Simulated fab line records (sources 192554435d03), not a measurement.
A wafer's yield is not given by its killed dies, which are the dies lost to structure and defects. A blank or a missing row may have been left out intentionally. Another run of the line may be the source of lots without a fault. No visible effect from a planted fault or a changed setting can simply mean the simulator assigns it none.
Chamber matching :: flow n5Finfet :: uvCure-03 running N5_BEOL_M5_CURE_80: 3 sister chambers
The step cures SiCOH lowk, time 120 s. 6 wafers are shown with their chamber, then 7 later ones without.

EACH WAFER AND ITS CHAMBER
wafer: L086.4
chamber: 0
wafer_temp_C_max: 371.6
lampPowerPct (%): 52.25

wafer: L086.5
chamber: 0
wafer_temp_C_max: 371.7
lampPowerPct (%): 52.37

wafer: L089.4
chamber: 2
wafer_temp_C_max: 371.2
lampPowerPct (%): 52.31

wafer: L089.6
chamber: 2
wafer_temp_C_max: 371.2
lampPowerPct (%): 52.36

wafer: L092.3
chamber: 1
wafer_temp_C_max: 371.3
lampPowerPct (%): 52.45

wafer: L092.5
chamber: 1
wafer_temp_C_max: 371.4
lampPowerPct (%): 52.43

WAFERS MISSING THEIR CHAMBER
wafer: L092.6
wafer_temp_C_max: 371.1
lampPowerPct (%): 52.27

wafer: L095.1
wafer_temp_C_max: 371.2
lampPowerPct (%): 52.34

wafer: L095.3
wafer_temp_C_max: 371.3
lampPowerPct (%): 52.32

wafer: L095.5
wafer_temp_C_max: 371.7
lampPowerPct (%): 52.26

wafer: L095.2
wafer_temp_C_max: 371.3
lampPowerPct (%): 52.37

wafer: L095.4
wafer_temp_C_max: 371.1
lampPowerPct (%): 52.30

wafer: L095.6
wafer_temp_C_max: 371.5
lampPowerPct (%): 52.27

THE CHAMBER EACH PASSED THROUGH
wafer: L092.6
from the rows above: 2
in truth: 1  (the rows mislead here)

wafer: L095.1
from the rows above: 2
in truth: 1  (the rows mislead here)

wafer: L095.3
from the rows above: can't be placed: 2 or 1
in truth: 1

wafer: L095.5
from the rows above: 0
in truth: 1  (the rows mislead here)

wafer: L095.2
from the rows above: can't be placed: 1 or 2
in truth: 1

wafer: L095.4
from the rows above: 2
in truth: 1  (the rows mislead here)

wafer: L095.6
from the rows above: can't be placed: 0 or 1
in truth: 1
0 of 7 placed correctly. From these rows, 3 cannot be placed; in 3 the true chamber is one of the candidates. Wrongly placed: 4.
How it was worked out, from the rows above alone: a wafer's distance from a chamber is the root of the sum, over the readings, of the square of ((its reading less the chamber's mean) divided by the reading's scatter). If the next closest chamber is less than 2 further off than the closest, the wafer can't be placed; otherwise it belongs to the closest. A chamber's mean is the mean of its shown wafers. How the scatter is found: for the shown wafers, subtract from each reading the mean of its chamber, square and add these, divide the total by (wafers less chambers), then take the root.
